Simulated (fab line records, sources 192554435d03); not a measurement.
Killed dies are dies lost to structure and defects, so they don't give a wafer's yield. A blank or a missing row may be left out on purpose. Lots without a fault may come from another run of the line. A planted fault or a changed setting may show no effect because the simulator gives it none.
fab line records | flow n5_finfet
record lots=8 wafers=24 last_day=17
route steps=1938 shown MOL_CONTACT_COAG@549 BEOL_M4@1111 PASSIVATION@1936
lots that met no fault: from a run of the same line without faults
start_h: hours from the record's first day to the start of the lot's first wafer shown | wait_h: hours since the lot's step before | " the same as in the row above | L1.1+2: a row that stands for several wafers | - no value, or no start given | * or withheld: withheld | < > ~ a bound
route shown NAME@n: a module of which the file shows steps, and the number in the route of the first | usual: mean/standard deviation of fault-free wafers | same: alike in all rows | chamber/n: place in a boat | sites: the reading at each site | _std_site: their standard deviation | _edge_site: outer sites' mean less inner sites' | radius_mm: how far each site lies from the wafer's centre | mask NAME#n: copy n | behind: the tool/chamber that last shaped the wafer | hold: why the lot was held/for how many hours/how that ended | device: the transistor (n, p or np) that didn't switch | end of line: the same wafers' tests at the end of the route | a step without rows: its recipe alone | killed: dies lost to structure and defects at the first sort, not the wafer's yield | map: a wafer's dies, x killed, . not, _ none there
set.NAME: the setting as run; set.NAME@STEP: as run at that earlier step | model.NAME: the simulator's own value behind a step, which no gauge read
steps of the route over a sample of lots; a table a step, a row a wafer
services: from which hour (start_h, from the record's first day; less than 0 if before it) a tool's chamber was out of use, for how many hours, and why
## steps
# step N5_MOL_CONTACT_COAG_ANNEAL_113
# recipe temp_c=400 time_s=300 ambient=H2/N2
# usual lamp_power_pct=2.69/0.2 wafer_temp_C_max=401.7/0.39
# columns lot.wafer tool chamber start_h wait_h lamp_power_pct wafer_temp_C_max
L438.2 rtp_anneal-01 0 146.13 0.5 2.50 401.9
L438.3 " 0 " " 2.50 402.4
L438.4 " 0 " " 2.50 402.7
L439.1 rtp_anneal-01 0 154.10 0.6 2.50 401.5
L439.2 " 0 " " 2.50 401.2
L439.3 " 0 " " 2.50 401.0
L443.2 rtp_anneal-02 0 176.44 0.5 2.91 401.5
L443.3 " 0 " " 2.90 401.7
L443.5 " 0 " " 2.91 401.7
L445.1 rtp_anneal-01 0 187.20 0.3 2.51 401.9
L445.3 " 0 " " 2.50 401.9
L445.4 " 0 " " 2.50 401.4
L447.1 rtp_anneal-01 0 203.63 0.3 2.50 402.0
L447.2 " 0 " " 2.50 402.0
L447.4 " 0 " " 2.50 401.8
L449.3 rtp_anneal-02 0 217.11 0.6 2.90 401.8
L449.4 " 0 " " 2.91 401.6
L449.5 " 0 " " 2.91 401.7
L450.1 rtp_anneal-01 0 217.83 0.4 2.51 402.2
L450.2 " 0 " " 2.51 401.6
L450.6 " 0 " " 2.51 401.8
L452.1 rtp_anneal-01 0 229.04 0.3 2.50 401.1
L452.2 " 0 " " 2.51 401.8
L452.5 " 0 " " 2.50 402.1
# step N5_MOL_CONTACT_COAG_PRE_CLEAN_142
# recipe gas=H2/He time_s=60 temp_c=300
# usual heater_power_w=506/70
# columns lot.wafer tool chamber start_h wait_h heater_power_w
L438.2 pvd_sputter-03 - 147.99 1.7 530
L438.3 " - " " 437
L438.4 " - " " 530
L439.1 pvd_sputter-01 - 155.25 1.0 592
L439.2 " - " " 556
L439.3 " - " " 465
L443.2 pvd_sputter-03 - 179.21 2.6 543
L443.3 " - " " 388
L443.5 " - " " 547
L445.1 pvd_sputter-03 - 188.44 1.1 546
L445.3 " - " " 430
L445.4 " - " " 526
L447.1 pvd_sputter-02 - 205.52 1.7 506
L447.2 " - " " 649
L447.4 " - " " 422
L449.3 pvd_sputter-03 - 218.48 1.2 436
L449.4 " - " " 530
L449.5 " - " " 537
L450.1 pvd_sputter-01 - 220.53 2.5 589
L450.2 " - " " 504
L450.6 " - " " 501
L452.1 pvd_sputter-02 - 231.45 2.3 444
L452.2 " - " " 520
L452.5 " - " " 438
# step N5_MOL_CONTACT_COAG_ALD_123
# recipe material=SiNx target_thk_a=50 temp_c=400 ald_precursor_family=SiH2I2 ald_co_reactant=N2/H2-plasma pulse_time_s=1 purge_time_s=2 co_reactant_purge_time_s=2 ald_cycles=100 pressure_torr=2
# usual heater_power_w=806/68 precursor_pulse_height_rel=1.000/0.018
# columns lot.wafer tool chamber start_h wait_h heater_power_w precursor_pulse_height_rel
L438.2 ald_sin-01 1 151.59 0.0 784 1.007
L438.3 " 3 " " 913 1.009
L438.4 " 0 " " 811 1.019
L439.1 ald_sin-04 1 158.37 0.0 843 0.963
L439.2 " 0 " " 717 0.989
L439.3 " 3 " " 824 0.984
L443.2 ald_sin-04 3 183.91 1.7 851 0.999
L443.3 " 1 " " 832 0.989
L443.5 " 3 " " 825 0.987
L445.1 ald_sin-04 0 192.00 0.6 720 1.015
L445.3 " 1 " " 835 0.978
L445.4 " 3 " " 871 0.983
L447.1 ald_sin-01 0 208.57 0.0 820 1.009
L447.2 " 3 " " 894 0.979
L447.4 " 2 " " 858 1.021
L449.3 ald_sin-02 0 221.79 0.0 908 0.991
L449.4 " 1 " " 759 1.002
L449.5 " 2 " " 839 0.991
L450.1 ald_sin-01 3 224.35 0.8 880 0.998
L450.2 " 0 " " 794 1.007
L450.6 " 1 " " 798 0.992
L452.1 ald_sin-01 0 234.41 0.0 791 1.004
L452.2 " 1 " " 778 0.981
L452.5 " 2 " " 869 0.967
# step N5_MOL_CONTACT_COAG_ETCH_90
# recipe chemistry=CF4 target=SiARC target_depth_a=130 mask_material=CAR-EUV time_s=21.7 ion_energy_ev=80 pressure_mtorr=40 source_w=545 bias_w=36 Ar_flow_sccm=100 cf4_flow_sccm=100 ends=cleared
# usual bias_w=35.99/0.12 cf4_flow_sccm=100.02/0.28 drypump_motor_current_A=5.6/0.43 etch_rf_on_time_s=21.6/0.48 oes_product_au=0.66/0.075 rf_vpp_V=184.0/1.1 showerhead_plenum_p_Torr=2.13/0.066 throttle_valve_pct=15.57/0.17
# columns lot.wafer tool chamber start_h wait_h bias_w cf4_flow_sccm drypump_motor_current_A etch_rf_on_time_s oes_product_au rf_hours_counter_h rf_vpp_V showerhead_plenum_p_Torr throttle_valve_pct
L438.2 rie_diel-05 3 152.89 0.0 - - - - - - - - -
L438.3 " 2 " " - - - - - - - - -
L438.4 " 1 " " - - - - - - - - -
L439.1 rie_diel-06 3 159.39 0.0 - - - - - - - - -
L439.2 " 1 " " - - - - - - - - -
L439.3 " 0 " " - - - - - - - - -
L443.2 rie_diel-06 2 185.12 0.0 35.90 100.27 5.6 21.9 0.85 1 184.8 2.28 15.28
L443.3 " 3 " " 36.21 99.55 6.4 21.6 0.61 202 184.2 2.04 15.61
L443.5 " 0 " " 35.81 100.23 5.0 22.5 0.59 - 184.5 2.19 15.85
L445.1 rie_diel-05 2 193.14 0.0 36.05 100.56 5.7 21.4 0.64 190 184.9 2.22 15.36
L445.3 " 0 " " 36.10 100.49 5.7 21.3 0.62 197 184.2 2.12 15.71
L445.4 " 1 " " 35.94 99.79 5.2 21.8 0.62 193 182.8 2.12 15.66
L447.1 rie_diel-05 1 209.76 0.0 36.19 99.89 5.2 21.8 0.61 198 183.9 2.12 15.67
L447.2 " 0 " " 35.98 99.79 5.7 21.2 0.62 202 185.2 2.12 15.74
L447.4 " 3 " " 35.86 99.72 5.2 21.1 0.77 26 184.0 2.10 15.59
L449.3 rie_diel-05 1 222.94 0.0 36.14 99.74 5.2 21.8 0.60 202 184.0 2.12 15.67
L449.4 " 3 " " 35.95 100.00 5.2 20.9 0.76 30 184.9 2.10 15.61
L449.5 " 0 " " 35.89 99.95 5.7 21.4 0.61 - 185.9 2.12 15.73
L450.1 rie_diel-06 1 225.42 0.0 35.91 100.02 5.4 21.7 0.65 153 184.9 2.13 15.38
L450.2 " 2 " " 35.90 100.18 5.7 22.4 0.78 14 185.4 2.27 15.33
L450.6 " 3 " " 36.06 99.73 6.4 22.0 0.60 - 184.3 2.04 15.64
L452.1 rie_diel-06 1 235.75 0.0 36.20 99.84 5.4 21.2 0.65 158 184.9 2.13 15.39
L452.2 " 3 " " 35.86 100.11 6.4 21.7 0.60 221 183.2 2.03 15.63
L452.5 " 1 " " 36.04 99.71 5.4 21.2 0.64 - 184.8 2.13 15.41
# step N5_MOL_CONTACT_COAG_ETCHBACK_132
# recipe chemistry=CHF3 target=SiO2 target_depth_a=100 time_s=6.7 ion_energy_ev=200 pressure_mtorr=30 source_w=610 bias_w=170 Ar_flow_sccm=200 CHF3_flow_sccm=50
# usual drypump_motor_current_A=5.7/0.41 oes_product_au=0.78/0.085 rf_vpp_V=526/9.9 showerhead_plenum_p_Torr=2.36/0.068 throttle_valve_pct=18.69/0.15
# columns lot.wafer tool chamber start_h wait_h drypump_motor_current_A oes_product_au rf_hours_counter_h rf_vpp_V showerhead_plenum_p_Torr throttle_valve_pct
L438.2 rie_diel-05 0 153.17 0.1 5.7 0.27 185 508 2.36 18.71
L438.3 " 2 " " 5.7 0.28 182 539 2.48 18.35
L438.4 " 3 " " 5.2 0.35 5 533 2.34 18.70
L439.1 rie_diel-06 3 159.65 0.1 6.4 0.27 190 523 2.28 18.58
L439.2 " 1 " " 5.4 0.29 129 522 2.38 18.32
L439.3 " 0 " " 5.1 0.27 227 536 2.45 18.81
L443.2 rie_diel-03 1 185.59 0.3 5.3 0.96 11 541 2.42 18.67
L443.3 " 3 " " 5.6 0.89 44 530 2.33 18.64
L443.5 " 0 " " 6.1 0.81 - 523 2.31 18.74
L445.1 rie_diel-05 0 193.71 0.1 5.7 0.72 197 507 2.36 18.82
L445.3 " 1 " " 5.2 0.72 193 522 2.36 18.78
L445.4 " 3 " " 5.2 0.90 21 534 2.34 18.80
L447.1 rie_diel-05 3 210.10 0.2 5.2 0.90 26 534 2.34 18.82
L447.2 " 1 " " 5.2 0.72 198 523 2.36 18.79
L447.4 " 0 " " 5.7 0.71 202 506 2.36 18.82
L449.3 rie_diel-03 1 223.45 0.1 5.3 0.93 26 540 2.42 18.68
L449.4 " 2 " " 6.2 0.72 - 523 2.27 18.77
L449.5 " 3 " " 5.6 0.86 - 528 2.32 18.66
L450.1 rie_diel-03 2 225.68 0.1 6.2 0.73 189 523 2.27 18.76
L450.2 " 1 " " 5.3 0.92 27 541 2.42 18.67
L450.6 " 2 " " 6.2 0.73 - 522 2.27 18.77
L452.1 rie_diel-03 1 236.26 0.3 5.3 0.92 30 541 2.42 18.68
L452.2 " 2 " " 6.2 0.73 193 522 2.27 18.79
L452.5 " 0 " " 6.1 0.79 - 522 2.30 18.78
# step N5_MOL_CONTACT_COAG_CD_MEAS_137
# recipe target_cd_nm=16
# usual cd_nm=16.0/0.36
# columns lot.wafer tool chamber start_h wait_h cd_nm
L438.2 cd_sem-02 - 153.66 0.0 -
L438.3 " - " " -
L438.4 " - " " -
L439.1 cd_sem-01 - 160.14 0.0 -
L439.2 " - " " -
L439.3 " - " " -
L443.2 cd_sem-03 - 186.08 0.0 15.7
L443.3 " - " " 15.7
L443.5 " - " " 15.8
L445.1 cd_sem-03 - 194.20 0.0 16.1
L445.3 " - " " 16.4
L445.4 " - " " 16.4
L447.1 cd_sem-03 - 210.63 0.0 16.1
L447.2 " - " " 15.8
L447.4 " - " " 16.0
L449.3 cd_sem-02 - 223.96 0.0 16.0
L449.4 " - " " 15.7
L449.5 " - " " 15.8
L450.1 cd_sem-01 - 226.19 0.0 16.7
L450.2 " - " " 16.3
L450.6 " - " " 15.8
L452.1 cd_sem-02 - 236.75 0.0 16.6
L452.2 " - " " 16.3
L452.5 " - " " 15.7
# step N5_BEOL_M4_RC_MEAS_101
# usual DIBL_N=35.8/1.8 DIBL_P=35.6/2 IOFF_N=0.148/0.028 IOFF_P=0.20/0.034 ION_N=672/12 ION_P=462/8.5 SS_N=71.2/0.65 SS_P=73.1/0.67 VT_N=251/3.3 VT_P=-251/3.8
# columns lot.wafer tool chamber start_h wait_h DIBL_N[mV/V] DIBL_P[mV/V] IOFF_N[nA/um] IOFF_P[nA/um] ION_N[uA/um] ION_P[uA/um] SS_N[mV/dec] SS_P[mV/dec] VT_N[mV] VT_P[mV]
L443.2 prober-01 0 244.85 0.2 34.9 35.3 0.141 0.21 672 466 71.2 72.7 251 -248
L443.3 " 0 " " 34.6 34.7 0.142 0.21 671 473 70.9 72.8 252 -251
L443.5 " 0 " " 34.2 35.1 0.134 0.21 673 463 70.0 72.3 249 -251
L445.1 prober-01 0 262.51 0.0 37.7 38.3 0.189 0.22 685 463 71.8 74.0 249 -252
L445.3 " 0 " " 34.0 33.9 0.121 0.17 668 460 71.3 72.1 255 -254
L445.4 " 0 " " 33.2 32.5 0.106 0.14 656 452 70.4 72.6 255 -257
L447.1 prober-01 0 267.31 0.0 38.5 39.8 0.191 0.25 679 463 72.1 73.7 248 -248
L447.2 " 0 " " 35.8 34.5 0.137 0.17 663 454 71.6 73.0 252 -252
L447.4 " 0 " " 35.6 36.1 0.146 0.18 683 466 71.5 73.1 251 -255
L449.3 prober-02 0 283.24 0.3 36.4 33.2 0.145 0.16 671 454 71.8 73.0 253 -257
L449.4 " 0 " " 39.3 36.0 0.208 0.19 659 443 72.7 73.9 249 -253
L449.5 " 0 " " 37.4 35.8 0.170 0.20 685 459 71.3 73.8 249 -250
L450.1 prober-01 0 290.31 0.0 38.6 41.2 0.200 0.27 678 464 72.5 74.2 245 -247
L450.2 " 0 " " 37.8 39.5 0.181 0.24 684 462 71.2 73.9 247 -249
L450.6 " 0 " " 38.0 39.9 0.183 0.25 682 472 72.0 74.1 250 -247
L452.1 prober-02 0 310.71 0.0 34.5 34.1 0.145 0.19 673 471 70.7 72.4 249 -249
L452.2 " 0 " " 35.1 35.6 0.163 0.21 687 470 70.5 72.9 246 -247
L452.5 " 0 " " 35.3 35.2 0.164 0.21 692 469 70.9 72.9 247 -247
# step N5_PASSIVATION_PROBE_49
# usual defect_limited_yield=91.3/1.5 killed_at_M0_to_M3=34/11 killed_at_M4_up=14/6.1 killed_at_contacts=12/5.9 killed_at_front_end=39/11 killed_at_other=4/3.3 killed_dies=102/18 killed_on_rim=13/3.8 killed_open=67/13 killed_short=33/7.9 sort_bin_5_function=5.1/1 sort_bin_6_memory=3.3/0.7 sort_n_pass=1077/19 sort_yield_pct=91.3/1.6
# same gross_dies=1180 killed_at_back_side=0 sort_bin_4_leakage[%]=0 sort_bin_8_speed[%]=0
# columns lot.wafer tool chamber start_h wait_h defect_limited_yield[%] killed_at_M0_to_M3 killed_at_M4_up killed_at_contacts killed_at_front_end killed_at_other killed_dies killed_on_rim killed_open killed_short sort_bin_5_function[%] sort_bin_6_memory[%] sort_n_pass sort_yield_pct[%]
L439.1 prober-02 - 320.05 0.0 0 16 10 1110 40 4 1180 152 50 27 97.1 2.5 0 0
L439.2 prober-02 - 320.10 0.1 0 19 16 1104 40 1 1180 152 67 20 96.7 3.1 0 0
L439.3 prober-02 - 320.15 0.1 0 26 28 1088 35 3 1180 152 71 32 96.9 3.0 0 0
L438.2 prober-01 - 322.07 0.1 0 30 17 1098 27 8 1180 152 56 32 97.1 2.6 0 0
L438.3 prober-01 - 322.12 0.1 0 44 12 1089 33 2 1180 152 66 34 96.7 3.1 0 0
L438.4 prober-01 - 322.17 0.2 0 33 10 1093 44 0 1180 152 67 37 96.4 3.5 0 0
# killed by level:class
L439.1 MOL_CONTACT_COAG:area_etch=1102 MOL_CONTACT_COAG:geometric_particle:open=8 STI_FIN_REVEAL:geometric_particle:open=7 FIN_SAQP:geometric_particle:short=6 BEOL_M4:geometric_particle:open=6 FIN_SAQP:geometric_particle:open=5 BEOL_M0_SAQP:geometric_particle:short=5 STARTING-WAFER:geometric_particle:open=5
L439.2 MOL_CONTACT_COAG:area_etch=1090 MOL_CONTACT_COAG:geometric_particle:open=12 FIN_SAQP:geometric_particle:open=10 STI_FIN_REVEAL:geometric_particle:open=9 BEOL_M4:geometric_particle:open=6 BEOL_M0_SAQP:geometric_particle:open=5 FIN_SAQP:geometric_particle:short=4 DUMMY_GATE:geometric_particle:open=4
L439.3 MOL_CONTACT_COAG:area_etch=1077 BEOL_M4:geometric_particle:open=14 STI_FIN_REVEAL:geometric_particle:open=10 MOL_CONTACT_COAG:geometric_particle:open=9 BEOL_M0_SAQP:geometric_particle:short=6 FIN_SAQP:geometric_particle:open=5 BEOL_M4:geometric_particle:short=5 BEOL_M3:geometric_particle:open=5
L438.2 MOL_CONTACT_COAG:area_etch=1088 FIN_SAQP:geometric_particle:open=8 MOL_CONTACT_COAG:geometric_particle:open=7 BEOL_M0_SAQP:geometric_particle:open=7 BEOL_M3:geometric_particle:open=7 BEOL_M0_SAQP:geometric_particle:short=6 BEOL_M2:geometric_particle:open=5 PAD_METAL:geometric_particle:short=5
L438.3 MOL_CONTACT_COAG:area_etch=1077 BEOL_M3:geometric_particle:open=11 BEOL_M0_SAQP:geometric_particle:open=10 MOL_CONTACT_COAG:geometric_particle:open=8 BEOL_M0_SAQP:geometric_particle:short=8 FIN_SAQP:geometric_particle:open=7 FIN_SAQP:geometric_particle:short=7 GATE_CUT:geometric_particle:short=4
L438.4 MOL_CONTACT_COAG:area_etch=1076 MOL_CONTACT_COAG:geometric_particle:open=14 GATE_CUT:geometric_particle:short=11 BEOL_M0_SAQP:geometric_particle:open=9 BEOL_M0_SAQP:geometric_particle:short=8 BEOL_M3:geometric_particle:open=7 STI_FIN_REVEAL:geometric_particle:open=6 GATE_CUT:geometric_particle:open=6
## services
# columns tool chamber start_h hours kind
rie_diel-05 3 128.67 - clean
rie_diel-05 3 128.67 - consumable_replace:focus_ring
rie_diel-05 3 128.67 11.6 scheduled_down
rie_diel-05 3 128.67 11.6 vent_cycle
ald_sin-02 0 151.45 4.1 repair
rie_diel-06 2 158.01 - clean
rie_diel-06 2 158.01 - consumable_replace:focus_ring
rie_diel-06 2 158.01 - consumable_replace:showerhead
rie_diel-06 2 158.01 24.5 scheduled_down
rie_diel-06 2 158.01 24.5 vent_cycle
rie_diel-05 2 169.34 16.3 repair
rie_diel-05 0 170.33 5.8 repair
ald_sin-02 1 171.39 20.0 repair
ald_sin-01 1 173.81 11.8 repair
ald_sin-02 - 177.03 14.0 pm
ald_sin-02 0 177.03 14.0 vent_cycle
ald_sin-02 2 177.03 14.0 vent_cycle
ald_sin-02 3 177.03 14.0 vent_cycle
ald_sin-02 0 191.03 - clean
rie_diel-06 0 219.61 - clean
rie_diel-06 0 219.61 - consumable_replace:focus_ring
rie_diel-06 0 219.61 23.5 scheduled_down
rie_diel-06 0 219.61 23.5 vent_cycle
rie_diel-03 0 223.19 7.0 repair
## key
first_sign step=N5_MOL_CONTACT_COAG_ETCH_90 reading=tool_record direction=missing
effect step=N5_MOL_CONTACT_COAG_ETCHBACK_132 reading=oes_product_au direction=down sigmas=5.8 usual=0.78 struck=0.29
effect step=N5_MOL_CONTACT_COAG_CD_MEAS_137 reading=cd_nm direction=missing
effect step=N5_PASSIVATION_PROBE_49 reading=killed_at_contacts direction=up sigmas=99+ usual=12 struck=1097
more_kills_born_at N5_MOL_CONTACT_COAG_ETCH_90@rie_diel-06=3269 N5_MOL_CONTACT_COAG_ETCH_90@rie_diel-05=3241
met_at N5_MOL_CONTACT_COAG_ETCH_90
struck_lots L438,L439
later_rows_left_out L438.2,L438.3,L438.4,L439.1,L439.2,L439.3
not_acting_at N5_MOL_CONTACT_COAG_ANNEAL_113,N5_MOL_CONTACT_COAG_PRE_CLEAN_142,N5_MOL_CONTACT_COAG_ALD_123
fault kind=skipped_step_whole tool=rie_diel-05,rie_diel-06 chamber=- onset_h=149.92 steps=N5_MOL_CONTACT_COAG_ETCH_90 scope=struck_lots_only
# later_rows_left_out: the simulator's readings of these wafers behind a module that went badly wrong aren't trusted and aren't shown, but for the sort
